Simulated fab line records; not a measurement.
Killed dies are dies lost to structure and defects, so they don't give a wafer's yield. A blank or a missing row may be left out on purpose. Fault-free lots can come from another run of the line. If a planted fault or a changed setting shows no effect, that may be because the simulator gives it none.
Which tool did it? | flow n5 finfet | 33 wafers from 11 lots sampled at 2 of the route's 1938 steps

WHAT THE GAUGES SHOWED, per wafer
N5_BEOL_M14_RS_MEAS_54: a four-point-probe measurement.
lot  | measured     | on            | M14_RS (ohm/sq)
L296 | day 11 04:47 | film metro-01 | 0.0334 0.0335 0.0333
L297 | day 11 05:35 | film metro-01 | 0.0341 0.0335 0.0333
L298 | day 11 05:59 | film metro-02 | 0.0326 0.0325 0.0324
L300 | day 11 19:38 | film metro-02 | 0.0332 0.0333 0.0330
L302 | day 12 06:29 | film metro-01 | 0.0329 0.0325 0.0326
L301 | day 12 07:18 | film metro-01 | 0.0331 0.0328 0.0331
L306 | day 13 22:42 | film metro-02 | 0.0336 0.0331 0.0337
L310 | day 14 17:44 | film metro-01 | 0.0326 0.0330 0.0329
L313 | day 15 00:42 | film metro-01 | 0.0324 0.0328 0.0337
L316 | day 16 08:59 | film metro-01 | 0.0330 0.0329 0.0330
L317 | day 17 02:32 | film metro-01 | 0.0336 0.0326 0.0337

N5_BEOL_M14_INSPECT_55: inspects for defects (darkfield).
lot  | measured     | on                | raw defect count
L296 | day 11 04:49 | defect inspect-01 | 61 60 48
L297 | day 11 05:37 | defect inspect-01 | 41 72 64
L298 | day 11 06:01 | defect inspect-02 | 167 110 127
L300 | day 11 19:39 | defect inspect-02 | 34 65 35
L302 | day 12 06:30 | defect inspect-02 | 65 38 67
L301 | day 12 07:19 | defect inspect-02 | 103 74 86
L306 | day 13 22:44 | defect inspect-01 | 86 60 38
L310 | day 14 17:46 | defect inspect-01 | 56 126 101
L313 | day 15 00:44 | defect inspect-01 | 41 69 33
L316 | day 16 09:01 | defect inspect-02 | 51 29 34
L317 | day 17 02:34 | defect inspect-01 | 85 64 44

TOOL THAT RAN EACH LOT (tool first, then ch and the chambers of the sampled wafers, then the start)
The record holds no process step before these readings.

WHAT THE TOOLS THEMSELVES READ (means of the sampled wafers that have a number; where no wafer has one, the mark that the record gives instead)
The record holds no such reading with a usual standard deviation.

THE ANSWER, worked out from the rows above alone
Rule: usual is defined by the lots themselves. The widest of any qualifying gaps counts: lots, ordered by their means at a reading, are off when they make up no more than a third of the lots, leave a main group of 4 or more, and stand apart from it by 3 or more times the standard deviation of that group's means. Not used: any main group whose means are identical at the precision the tables above print for the reading. A lot without any number at a reading at which 4 lots or more have one is off too. All remaining lots with rows at the step are treated as sound. The gauges are gone through in route order, then the tools' own readings, and for those a lot's mean is taken as printed above. At the first step where some lot is off, the reading lying furthest off is the one used; lots without a number count as furthest.
None of the lots is off at any reading shown; this tells nothing.

WHAT THE SIMULATOR PUT IN
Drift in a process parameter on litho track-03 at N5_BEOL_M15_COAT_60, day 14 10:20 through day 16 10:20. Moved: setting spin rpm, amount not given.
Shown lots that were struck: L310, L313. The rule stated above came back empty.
